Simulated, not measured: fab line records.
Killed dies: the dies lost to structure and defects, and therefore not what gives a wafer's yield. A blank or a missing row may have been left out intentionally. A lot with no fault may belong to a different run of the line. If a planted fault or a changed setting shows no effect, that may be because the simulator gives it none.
fab line records -- flow nand_harc
record lots=14, wafers=42, last_day=33
route steps=1302 shown P_ZERO_WELL@31 P_STI@87
lots that met no fault: taken from a fault-free run of the same line
start_h: start of the lot's first displayed wafer, in hours after the record's first day -- wait_h: how many hours have passed since the lot's step before this one -- " identical to the entry in the row above -- L1.1+2: a row that stands for several wafers -- - no value present, or no start provided -- * or withheld: withheld -- < > ~ a bound
route shown NAME@n: a module of which the file shows steps, and the number in the route of the first -- usual: mean/standard deviation taken from wafers without a fault -- same: alike in all rows -- chamber/n: place in a boat -- sites: readings site by site -- _std_site: standard deviation across them -- _edge_site: the outer-site mean with the inner-site mean subtracted -- radius_mm: for every site, how far away it sits from the centre of the wafer -- mask NAME#n: copy n -- behind: the tool/chamber that last shaped the wafer -- hold: the reason the lot was held/the length of the hold in hours/how it ended -- device: the transistor (n, p or np) that didn't switch -- end of line: the route-end tests of the same wafers -- step lacking rows: just its recipe -- killed: dies that structure and defects cost at the first sort, which is not the same as the wafer's yield -- map: a wafer's dies, x killed, . not, _ none there
set.NAME: the setting the step ran with; set.NAME@STEP: the setting that earlier step ran with -- model.NAME: the simulator's own value behind a step, which no gauge read
steps of the route over a sample of lots; a table a step, a row a wafer
services: a tool's chamber out of use, with start hour (start_h, from the record's first day; less than 0 if before it), hours out, and reason
## steps
# step NHARC_P_ZERO_WELL_DESCUM_26
# recipe time_s=3, o2_flow_sccm=200, ar_flow_sccm=0, bias_power_w=0, chemistry=O2
# usual chamber_pressure_mTorr=60.00/0.051, drypump_motor_current_A=5.6/0.53, oes_product_au=1.001/0.0075, rf_vpp_V=57.7/0.88, showerhead_plenum_p_Torr=1.90/0.074, throttle_valve_pct=11.312/0.009
lot.wafer,tool,chamber,start_h,wait_h,chamber_pressure_mTorr,drypump_motor_current_A,oes_product_au,rf_hours_counter_h,rf_vpp_V,showerhead_plenum_p_Torr,throttle_valve_pct
L133.1,rie_diel-08,1,23.05,-,59.99,6.6,1.000,0,56.9,1.83,11.321
L133.3,rie_diel-08,0,23.05,-,59.97,5.3,0.992,0,58.0,1.98,11.305
L133.5,rie_diel-08,0,23.05,-,59.95,5.3,0.987,-,57.4,1.98,11.317
L135.2,rie_diel-13,3,42.74,-,60.05,5.2,0.999,17,58.3,1.88,11.316
L135.3,rie_diel-13,0,42.74,-,60.00,6.4,0.999,17,57.9,1.89,11.308
L135.6,rie_diel-13,0,42.74,-,60.05,6.4,1.001,-,58.6,1.89,11.307
L136.4,rie_diel-08,3,52.69,-,60.04,6.4,0.996,0,55.5,1.98,11.308
L136.2,rie_diel-08,2,52.69,-,59.93,5.6,1.000,8,55.7,1.79,11.289
L136.5,rie_diel-08,3,52.69,-,60.05,6.5,0.999,-,60.7,1.98,11.312
L137.2,rie_diel-05,1,62.74,-,59.97,5.4,0.995,0,57.1,1.87,11.304
L137.4,rie_diel-05,3,62.74,-,59.97,5.3,1.005,0,58.3,1.94,11.312
L137.6,rie_diel-05,2,62.74,-,60.04,5.0,1.008,-,58.2,1.89,11.319
L138.4,rie_diel-13,1,72.64,-,60.06,5.3,0.992,27,58.8,2.07,11.299
L138.2,rie_diel-13,2,72.64,-,59.96,5.2,0.996,32,58.5,1.91,11.316
L138.1,rie_diel-13,0,72.64,-,59.94,6.4,0.992,27,57.1,1.89,11.299
L139.4,rie_diel-08,2,82.78,-,60.03,5.6,1.007,15,56.3,1.78,11.312
L139.6,rie_diel-08,1,82.78,-,59.99,6.6,1.002,-,56.6,1.83,11.327
L139.5,rie_diel-08,2,82.78,-,60.02,5.6,1.005,-,57.3,1.78,11.320
L144.2,rie_diel-05,0,132.74,-,60.02,5.4,1.013,18,57.6,1.92,11.327
L144.1,rie_diel-05,1,132.74,-,60.01,5.4,0.999,19,59.4,1.86,11.305
L144.5,rie_diel-05,1,132.74,-,60.06,5.4,1.004,-,57.3,1.86,11.318
L145.3,rie_diel-08,3,142.71,-,59.98,6.4,0.997,32,58.1,1.97,11.312
L145.1,rie_diel-08,0,142.71,-,60.09,5.3,0.991,39,58.2,1.97,11.284
L145.6,rie_diel-08,1,142.71,-,59.93,6.5,0.996,-,56.8,1.82,11.312
L149.3,rie_diel-08,3,182.66,-,59.98,6.4,1.003,45,58.6,1.97,11.296
L149.5,rie_diel-08,0,182.66,-,59.99,5.3,0.998,-,58.6,1.96,11.311
L149.6,rie_diel-08,1,182.66,-,60.08,6.6,1.012,-,56.5,1.82,11.317
L150.4,rie_diel-05,1,193.42,-,60.02,5.4,0.997,38,57.8,1.86,11.323
L150.3,rie_diel-05,2,193.42,-,60.01,5.1,1.013,38,56.7,1.88,11.320
L150.1,rie_diel-05,3,193.42,-,59.96,5.2,1.004,39,57.3,1.92,11.314
L151.3,rie_diel-13,2,204.98,-,59.98,5.2,1.010,13,58.3,1.89,11.308
L151.2,rie_diel-13,1,204.98,-,59.98,5.3,1.001,13,58.7,2.05,11.313
L151.6,rie_diel-13,3,204.98,-,59.93,5.2,0.999,-,57.5,1.86,11.308
L152.2,rie_diel-08,2,212.81,-,60.02,5.6,1.001,7,57.1,1.77,11.309
L152.5,rie_diel-08,3,212.81,-,59.93,6.5,0.999,-,58.1,1.97,11.311
L152.6,rie_diel-08,0,212.81,-,59.98,5.3,1.003,-,57.5,1.96,11.312
L155.3,rie_diel-08,0,242.64,-,59.97,5.3,0.997,14,56.6,1.96,11.313
L155.4,rie_diel-08,1,242.64,-,60.01,6.6,1.000,13,56.3,1.81,11.318
L155.6,rie_diel-08,3,242.64,-,60.00,6.5,1.003,-,56.9,1.96,11.301
L156.2,rie_diel-08,3,252.65,-,60.00,6.4,1.004,18,58.8,1.96,11.319
L156.3,rie_diel-08,0,252.65,-,60.08,5.3,1.003,15,58.3,1.96,11.317
L156.5,rie_diel-08,0,252.65,-,60.03,5.3,0.990,-,58.6,1.96,11.309
# step NHARC_P_ZERO_WELL_EXPOSE_49
# recipe na=0.6, target_cd_nm=2000, dose_mj=22.64, mask_id=P_HVPW
# usual exposure_dose_mJ_cm2=22.640/0.024, focus_offset_nm=0.0/0.57, stage_vel_mm_s=499.96/0.25
lot.wafer,tool,chamber,start_h,wait_h,mask,exposure_dose_mJ_cm2,focus_offset_nm,stage_vel_mm_s
L133.1,krf_scanner-02,0,25.91,-,P_HVPW#0,22.636,-0.6,500.21
L133.3,krf_scanner-02,0,25.91,-,P_HVPW#0,22.638,0.0,499.77
L133.5,krf_scanner-02,0,25.91,-,P_HVPW#0,22.641,-0.8,500.31
L135.2,krf_scanner-04,0,45.83,-,P_HVPW#0,22.592,-0.4,499.90
L135.3,krf_scanner-04,0,45.83,-,P_HVPW#0,22.651,-1.1,499.63
L135.6,krf_scanner-04,0,45.83,-,P_HVPW#0,22.639,-0.7,500.07
L136.2,krf_scanner-04,0,55.54,-,P_HVPW#0,22.645,0.5,500.03
L136.4,krf_scanner-04,0,55.54,-,P_HVPW#0,22.645,0.4,500.08
L136.5,krf_scanner-04,0,55.54,-,P_HVPW#0,22.654,0.5,500.67
L137.2,krf_scanner-01,0,65.70,-,P_HVPW#0,22.637,-0.4,499.84
L137.4,krf_scanner-01,0,65.70,-,P_HVPW#0,22.644,0.7,500.12
L137.6,krf_scanner-01,0,65.70,-,P_HVPW#0,22.615,0.5,500.05
L138.1,krf_scanner-04,0,75.47,-,P_HVPW#0,22.675,-0.2,500.22
L138.2,krf_scanner-04,0,75.47,-,P_HVPW#0,22.594,-0.2,499.74
L138.4,krf_scanner-04,0,75.47,-,P_HVPW#0,22.637,-0.1,499.97
L139.4,krf_scanner-01,0,85.74,-,P_HVPW#0,22.665,0.6,499.71
L139.5,krf_scanner-01,0,85.74,-,P_HVPW#0,22.632,-0.5,499.67
L139.6,krf_scanner-01,0,85.74,-,P_HVPW#0,22.669,-0.1,499.58
L144.1,krf_scanner-01,0,135.57,-,P_HVPW#0,22.636,0.8,499.71
L144.2,krf_scanner-01,0,135.57,-,P_HVPW#0,22.630,0.7,500.20
L144.5,krf_scanner-01,0,135.57,-,P_HVPW#0,22.616,0.1,500.16
L145.1,krf_scanner-02,0,145.65,-,P_HVPW#0,22.627,0.0,499.76
L145.3,krf_scanner-02,0,145.65,-,P_HVPW#0,22.613,0.1,500.17
L145.6,krf_scanner-02,0,145.65,-,P_HVPW#0,22.630,0.2,500.01
L149.3,krf_scanner-02,0,185.58,-,P_HVPW#0,22.671,-0.3,500.19
L149.5,krf_scanner-02,0,185.58,-,P_HVPW#0,22.665,0.6,499.55
L149.6,krf_scanner-02,0,185.58,-,P_HVPW#0,22.667,-0.6,499.62
L150.1,krf_scanner-02,-,196.29,-,P_HVPW#0,-,-,-
L150.3,krf_scanner-02,-,196.29,-,P_HVPW#0,-,-,-
L150.4,krf_scanner-02,-,196.29,-,P_HVPW#0,-,-,-
L151.2,krf_scanner-01,-,207.95,-,P_HVPW#0,-,-,-
L151.3,krf_scanner-01,-,207.95,-,P_HVPW#0,-,-,-
L151.6,krf_scanner-01,-,207.95,-,P_HVPW#0,-,-,-
L152.2,krf_scanner-02,0,215.83,-,P_HVPW#0,22.687,-0.6,500.17
L152.5,krf_scanner-02,0,215.83,-,P_HVPW#0,22.642,0.1,500.03
L152.6,krf_scanner-02,0,215.83,-,P_HVPW#0,22.627,-0.5,500.37
L155.3,krf_scanner-01,0,245.47,-,P_HVPW#0,22.633,0.0,500.17
L155.4,krf_scanner-01,0,245.47,-,P_HVPW#0,22.630,0.2,499.57
L155.6,krf_scanner-01,0,245.47,-,P_HVPW#0,22.573,0.0,500.25
L156.2,krf_scanner-02,0,255.49,-,P_HVPW#0,22.638,0.9,499.86
L156.3,krf_scanner-02,0,255.49,-,P_HVPW#0,22.639,0.2,500.05
L156.5,krf_scanner-02,0,255.49,-,P_HVPW#0,22.632,0.4,499.82
# step NHARC_P_ZERO_WELL_CD_MEAS_52
# recipe target_cd_nm=2000, landing_energy_ev=500
# usual cd_nm=1999.7/1.2
lot.wafer,tool,chamber,start_h,wait_h,cd_nm
L133.1,cd_sem-02,0,26.07,-,1998.3
L133.3,cd_sem-02,0,26.07,-,1999.1
L133.5,cd_sem-02,0,26.07,-,1998.6
L135.2,cd_sem-02,0,45.98,-,2000.0
L135.3,cd_sem-02,0,45.98,-,1999.6
L135.6,cd_sem-02,0,45.98,-,2000.2
L136.2,cd_sem-02,0,55.69,-,2001.3
L136.4,cd_sem-02,0,55.69,-,2000.4
L136.5,cd_sem-02,0,55.69,-,2000.1
L137.2,cd_sem-03,0,65.86,-,1999.2
L137.4,cd_sem-03,0,65.86,-,1998.1
L137.6,cd_sem-03,0,65.86,-,2000.5
L138.1,cd_sem-03,0,75.62,-,1999.5
L138.2,cd_sem-03,0,75.62,-,1999.2
L138.4,cd_sem-03,0,75.62,-,2002.2
L139.4,cd_sem-03,0,85.89,-,1999.2
L139.5,cd_sem-03,0,85.89,-,1998.4
L139.6,cd_sem-03,0,85.89,-,2001.2
L144.1,cd_sem-02,0,135.73,-,1998.2
L144.2,cd_sem-02,0,135.73,-,1999.5
L144.5,cd_sem-02,0,135.73,-,1996.8
L145.1,cd_sem-03,0,145.81,-,1999.8
L145.3,cd_sem-03,0,145.81,-,1999.6
L145.6,cd_sem-03,0,145.81,-,1998.3
L149.3,cd_sem-01,0,185.74,-,1998.8
L149.5,cd_sem-01,0,185.74,-,2000.2
L149.6,cd_sem-01,0,185.74,-,1999.5
L150.1,cd_sem-01,0,196.45,-,-
L150.3,cd_sem-01,0,196.45,-,-
L150.4,cd_sem-01,0,196.45,-,-
L151.2,cd_sem-01,0,208.11,-,-
L151.3,cd_sem-01,0,208.11,-,-
L151.6,cd_sem-01,0,208.11,-,-
L152.2,cd_sem-03,0,215.99,-,1998.9
L152.5,cd_sem-03,0,215.99,-,2000.4
L152.6,cd_sem-03,0,215.99,-,2000.1
L155.3,cd_sem-01,0,245.62,-,1999.5
L155.4,cd_sem-01,0,245.62,-,2000.8
L155.6,cd_sem-01,0,245.62,-,2002.1
L156.2,cd_sem-03,0,255.64,-,1999.8
L156.3,cd_sem-03,0,255.64,-,1998.0
L156.5,cd_sem-03,0,255.64,-,2000.3
# step NHARC_P_ZERO_WELL_INSPECT_43
# usual raw_defect_count=13/6.9
lot.wafer,tool,chamber,start_h,wait_h,raw_defect_count
L133.1,defect_inspect-01,-,27.89,0.6,12
L133.3,defect_inspect-01,-,27.89,0.6,24
L133.5,defect_inspect-01,-,27.89,0.6,23
L135.2,defect_inspect-02,-,47.81,0.5,6
L135.3,defect_inspect-02,-,47.81,0.5,13
L135.6,defect_inspect-02,-,47.81,0.5,12
L136.2,defect_inspect-01,-,57.52,0.5,15
L136.4,defect_inspect-01,-,57.52,0.5,24
L136.5,defect_inspect-01,-,57.52,0.5,33
L137.2,defect_inspect-01,-,67.73,0.5,12
L137.4,defect_inspect-01,-,67.73,0.5,11
L137.6,defect_inspect-01,-,67.73,0.5,10
L138.1,defect_inspect-02,-,77.45,0.6,32
L138.2,defect_inspect-02,-,77.45,0.6,13
L138.4,defect_inspect-02,-,77.45,0.6,23
L139.4,defect_inspect-02,-,87.69,0.2,11
L139.5,defect_inspect-02,-,87.69,0.2,9
L139.6,defect_inspect-02,-,87.69,0.2,12
L144.1,defect_inspect-01,-,137.63,0.6,7
L144.2,defect_inspect-01,-,137.63,0.6,9
L144.5,defect_inspect-01,-,137.63,0.6,11
L145.1,defect_inspect-02,-,147.63,0.6,14
L145.3,defect_inspect-02,-,147.63,0.6,10
L145.6,defect_inspect-02,-,147.63,0.6,11
L149.3,defect_inspect-02,-,187.54,0.4,11
L149.5,defect_inspect-02,-,187.54,0.4,13
L149.6,defect_inspect-02,-,187.54,0.4,3
L150.1,defect_inspect-01,-,198.55,0.6,1174
L150.3,defect_inspect-01,-,198.55,0.6,1077
L150.4,defect_inspect-01,-,198.55,0.6,1112
L151.2,defect_inspect-02,-,209.96,0.5,1119
L151.3,defect_inspect-02,-,209.96,0.5,1124
L151.6,defect_inspect-02,-,209.96,0.5,1108
L152.2,defect_inspect-01,-,217.93,0.5,23
L152.5,defect_inspect-01,-,217.93,0.5,9
L152.6,defect_inspect-01,-,217.93,0.5,4
L155.3,defect_inspect-02,-,247.44,0.4,3
L155.4,defect_inspect-02,-,247.44,0.4,5
L155.6,defect_inspect-02,-,247.44,0.4,14
L156.2,defect_inspect-02,-,257.61,0.5,10
L156.3,defect_inspect-02,-,257.61,0.5,13
L156.5,defect_inspect-02,-,257.61,0.5,18
# step NHARC_P_STI_DESCUM_14
# recipe time_s=3, o2_flow_sccm=200, ar_flow_sccm=0, bias_power_w=0, chemistry=O2
# usual chamber_pressure_mTorr=60.00/0.052, drypump_motor_current_A=5.7/0.42, oes_product_au=1.001/0.0079, rf_vpp_V=57.8/0.86, showerhead_plenum_p_Torr=1.91/0.072, throttle_valve_pct=11.312/0.0086
lot.wafer,tool,chamber,start_h,wait_h,chamber_pressure_mTorr,drypump_motor_current_A,oes_product_au,rf_hours_counter_h,rf_vpp_V,showerhead_plenum_p_Torr,throttle_valve_pct
L133.1,rie_diel-09,1,44.95,-,60.06,5.4,1.010,3,58.3,1.80,11.332
L133.3,rie_diel-09,3,44.95,-,60.02,5.2,0.994,6,58.3,1.93,11.308
L133.5,rie_diel-09,2,44.95,-,59.92,5.9,0.999,-,58.2,1.97,11.324
L135.2,rie_diel-11,1,66.13,-,59.99,5.7,0.990,7,58.9,1.86,11.320
L135.3,rie_diel-11,2,66.13,-,60.06,6.6,1.002,7,58.8,1.86,11.308
L135.6,rie_diel-11,2,66.13,-,60.03,6.6,1.009,-,57.2,1.86,11.320
L136.4,rie_diel-09,1,76.02,-,60.02,5.4,0.993,6,57.0,1.80,11.321
L136.2,rie_diel-09,0,76.02,-,60.03,5.9,0.998,8,59.0,2.05,11.313
L136.5,rie_diel-09,1,76.02,-,60.04,5.5,0.997,-,56.4,1.80,11.320
L137.4,rie_diel-02,0,84.85,-,59.97,5.7,1.002,1,58.5,1.86,11.319
L137.2,rie_diel-02,2,84.85,-,59.91,5.0,0.997,2,57.1,1.79,11.322
L137.6,rie_diel-02,0,84.85,-,59.99,5.7,0.992,-,57.9,1.86,11.317
L138.4,rie_diel-11,1,97.56,-,60.05,5.8,1.010,0,56.2,1.86,11.303
L138.1,rie_diel-11,2,97.56,-,59.99,6.6,1.001,1,58.1,1.86,11.319
L138.2,rie_diel-11,3,97.56,-,59.99,5.6,0.997,1,57.8,1.97,11.306
L139.4,rie_diel-11,0,106.24,-,60.00,5.1,1.004,0,57.4,1.97,11.303
L139.6,rie_diel-11,3,106.24,-,60.03,5.6,1.003,-,57.6,1.97,11.303
L139.5,rie_diel-11,0,106.24,-,60.02,5.1,1.013,-,57.5,1.97,11.313
L144.2,rie_diel-09,2,156.88,-,60.08,5.8,1.009,1,58.1,1.97,11.305
L144.1,rie_diel-09,3,156.88,-,60.08,5.2,0.992,1,58.9,1.92,11.319
L144.5,rie_diel-09,1,156.88,-,59.94,5.4,0.995,-,56.9,1.80,11.324
L145.3,rie_diel-11,0,163.69,-,60.03,5.1,1.010,2,58.5,1.97,11.321
L145.1,rie_diel-11,1,163.69,-,60.08,5.7,1.006,3,57.7,1.86,11.310
L145.6,rie_diel-11,0,163.69,-,60.00,5.1,0.999,-,57.6,1.97,11.316
L149.3,rie_diel-11,0,202.88,-,59.97,5.0,1.001,4,56.6,1.97,11.308
L149.5,rie_diel-11,2,202.88,-,60.00,6.6,0.990,-,55.9,1.86,11.325
L149.6,rie_diel-11,3,202.88,-,59.95,5.6,0.992,-,58.6,1.97,11.316
L152.2,rie_diel-11,0,233.70,-,59.93,5.1,1.006,6,59.2,1.97,11.314
L152.5,rie_diel-11,1,233.70,-,60.01,5.7,1.011,-,56.5,1.86,11.315
L152.6,rie_diel-11,2,233.70,-,60.08,6.6,1.002,-,56.2,1.86,11.311
L155.3,rie_diel-09,3,262.35,-,59.99,5.3,0.994,10,58.3,1.92,11.319
L155.4,rie_diel-09,1,262.35,-,60.00,5.5,1.004,9,57.7,1.80,11.308
L155.6,rie_diel-09,2,262.35,-,60.07,5.9,1.008,-,56.9,1.96,11.305
L156.3,rie_diel-02,1,272.62,-,60.05,5.6,0.987,3,57.4,1.96,11.319
L156.2,rie_diel-02,3,272.62,-,59.98,5.8,1.001,3,57.8,1.93,11.321
L156.5,rie_diel-02,2,272.62,-,60.04,5.0,1.011,-,58.0,1.79,11.300
# step NHARC_P_STI_ETCH_15
# recipe target_depth_a=3000, taper_deg=4, time_s=100.1, hbr_flow_sccm=150, cl2_flow_sccm=50, rf_w=400, icp_w=400, bias_w=100, chemistry=HBr/Cl2
# usual chamber_pressure_mTorr=15.001/0.014, drypump_motor_current_A=6.1/0.46, hbr_flow_sccm=149.9/0.43, mfc_cl2_sccm=49.99/0.15, oes_product_au=1.000/0.0075, throttle_valve_pct=26.406/0.0086
lot.wafer,tool,chamber,start_h,wait_h,chamber_pressure_mTorr,drypump_motor_current_A,hbr_flow_sccm,mfc_cl2_sccm,oes_product_au,rf_hours_counter_h,throttle_valve_pct
L133.1,rie_si-02,0,45.22,-,15.027,5.6,150.5,50.43,0.995,0.7,26.403
L133.3,rie_si-02,1,45.22,-,15.017,5.5,149.5,50.12,0.984,0.7,26.406
L133.5,rie_si-02,1,45.22,-,15.000,5.5,149.9,49.91,0.999,-,26.404
L135.3,rie_si-02,1,66.40,-,15.025,5.5,149.3,49.99,0.997,0.8,26.406
L135.2,rie_si-02,2,66.40,-,14.994,6.1,150.9,49.90,0.992,0.8,26.398
L135.6,rie_si-02,2,66.40,-,15.000,6.1,149.9,50.04,0.998,-,26.398
L136.4,rie_si-03,2,76.30,-,15.016,6.5,150.1,50.12,1.007,0.2,26.412
L136.2,rie_si-03,0,76.30,-,14.985,6.6,150.2,49.79,0.996,0.1,26.398
L136.5,rie_si-03,2,76.30,-,15.015,6.5,149.9,49.98,0.988,-,26.408
L137.2,rie_si-06,2,85.20,-,14.990,5.0,149.7,49.85,0.999,0.0,26.405
L137.4,rie_si-06,3,85.20,-,15.010,6.2,149.9,50.02,1.010,0.0,26.403
L137.6,rie_si-06,2,85.20,-,14.997,5.0,149.6,49.93,0.991,-,26.405
L138.2,rie_si-03,0,97.84,-,14.982,6.6,150.0,50.07,0.988,0.2,26.424
L138.1,rie_si-03,1,97.84,-,14.996,6.7,150.0,49.86,1.003,0.2,26.403
L138.4,rie_si-03,2,97.84,-,14.997,6.4,149.6,50.01,1.009,0.3,26.414
L139.4,rie_si-03,3,106.53,-,14.984,6.0,150.1,50.11,1.008,0.4,26.404
L139.5,rie_si-03,1,106.53,-,15.008,6.7,149.9,50.01,1.002,-,26.411
L139.6,rie_si-03,2,106.53,-,14.984,6.4,149.9,49.91,1.001,-,26.414
L144.1,rie_si-06,0,157.15,-,15.004,6.1,150.6,49.73,1.010,0.4,26.412
L144.2,rie_si-06,1,157.15,-,14.976,6.1,148.9,49.88,1.002,0.5,26.408
L144.5,rie_si-06,0,157.15,-,15.002,6.1,149.6,49.62,1.000,-,26.398
L145.3,rie_si-03,3,163.97,-,14.982,6.0,149.1,49.89,1.007,0.8,26.391
L145.1,rie_si-03,0,163.97,-,14.983,6.6,149.5,50.02,0.988,0.7,26.399
L145.6,rie_si-03,2,163.97,-,14.978,6.4,149.9,50.12,0.996,-,26.394
L149.3,rie_si-03,3,203.14,-,15.021,6.0,150.0,50.02,1.008,1.1,26.386
L149.6,rie_si-03,3,203.14,-,14.985,6.0,150.4,50.15,1.005,-,26.414
L149.5,rie_si-03,0,203.14,-,14.976,6.6,150.2,49.59,0.994,-,26.422
L152.2,rie_si-06,2,233.95,-,14.988,5.0,149.5,49.73,1.002,0.9,26.404
L152.5,rie_si-06,2,233.95,-,14.992,5.0,149.3,49.89,1.000,-,26.401
L152.6,rie_si-06,3,233.95,-,15.016,6.2,149.7,50.22,1.004,-,26.412
L155.3,rie_si-06,2,262.61,-,15.005,5.0,149.7,49.99,0.998,0.1,26.402
L155.4,rie_si-06,0,262.61,-,14.981,6.1,149.7,49.98,1.004,0.0,26.407
L155.6,rie_si-06,2,262.61,-,15.002,5.0,149.3,49.88,0.996,-,26.398
L156.3,rie_si-03,1,272.90,-,14.987,6.6,149.5,49.81,1.015,0.2,26.410
L156.2,rie_si-03,3,272.90,-,14.991,6.0,149.9,50.06,0.999,0.3,26.411
L156.5,rie_si-03,2,272.90,-,15.026,6.5,149.3,49.78,1.015,-,26.399
## services
tool,chamber,start_h,hours,kind
rie_si-03,0,2.70,8.3,repair
rie_diel-08,3,4.62,8.0,repair
rie_si-03,3,10.96,13.7,repair
rie_diel-08,-,13.80,9.0,pm
rie_si-06,0,23.57,9.1,repair
rie_diel-11,1,32.19,11.9,repair
rie_diel-11,-,38.75,0.8,repair
rie_diel-09,0,40.06,3.3,repair
rie_si-03,-,44.00,9.0,pm
krf_scanner-01,-,53.40,0.2,repair
rie_si-06,-,72.00,9.0,pm
krf_scanner-02,-,75.39,1.6,repair
rie_diel-11,-,78.50,9.0,pm
rie_diel-08,-,93.66,1.9,repair
krf_scanner-02,-,94.00,4.0,pm
krf_scanner-01,-,105.70,0.9,repair
rie_si-03,2,134.42,9.3,repair
krf_scanner-02,-,138.61,0.9,repair
krf_scanner-01,-,140.00,4.0,pm
rie_diel-08,2,189.20,5.9,repair
rie_diel-08,-,190.82,9.0,pm
rie_si-03,-,221.00,9.0,pm
rie_diel-11,-,255.50,9.0,pm
krf_scanner-02,-,266.00,4.0,pm
## key
first_sign step=NHARC_P_ZERO_WELL_EXPOSE_49, reading=tool_record, direction=missing
effect step=NHARC_P_ZERO_WELL_CD_MEAS_52, reading=cd_nm, direction=missing
effect step=NHARC_P_ZERO_WELL_INSPECT_43, reading=raw_defect_count, direction=up, sigmas=99+, usual=13, struck=1119
met_at NHARC_P_ZERO_WELL_EXPOSE_49
struck_lots L150,L151
later_rows_left_out L150.1,L150.3,L150.4,L151.2,L151.3,L151.6
sort_left_out L150.1,L150.3,L150.4,L151.2,L151.3,L151.6
tester_left_out L150,L151
not_acting_at NHARC_P_ZERO_WELL_DESCUM_26,NHARC_P_STI_DESCUM_14,NHARC_P_STI_ETCH_15
onset_between 185.58 196.29
fault kind=skipped_step_whole, tool=krf_scanner-01,krf_scanner-02, chamber=-, onset_h=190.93, steps=NHARC_P_ZERO_WELL_EXPOSE_49, scope=struck_lots_only
# tester_left_out: of these lots the tester's yield and bins aren't shown, on N5 and GAA mostly nor the transistor test; their killed dies are dies lost to structure and defects alone, not to doping, threshold or leakage, so they don't give the yield
# sort_left_out: the simulated sort isn't trusted on such a fault, so these wafers' sort isn't shown, and their yield isn't known
# later_rows_left_out: the simulator's readings of these wafers behind a module that went badly wrong aren't trusted and aren't shown, but for the sort
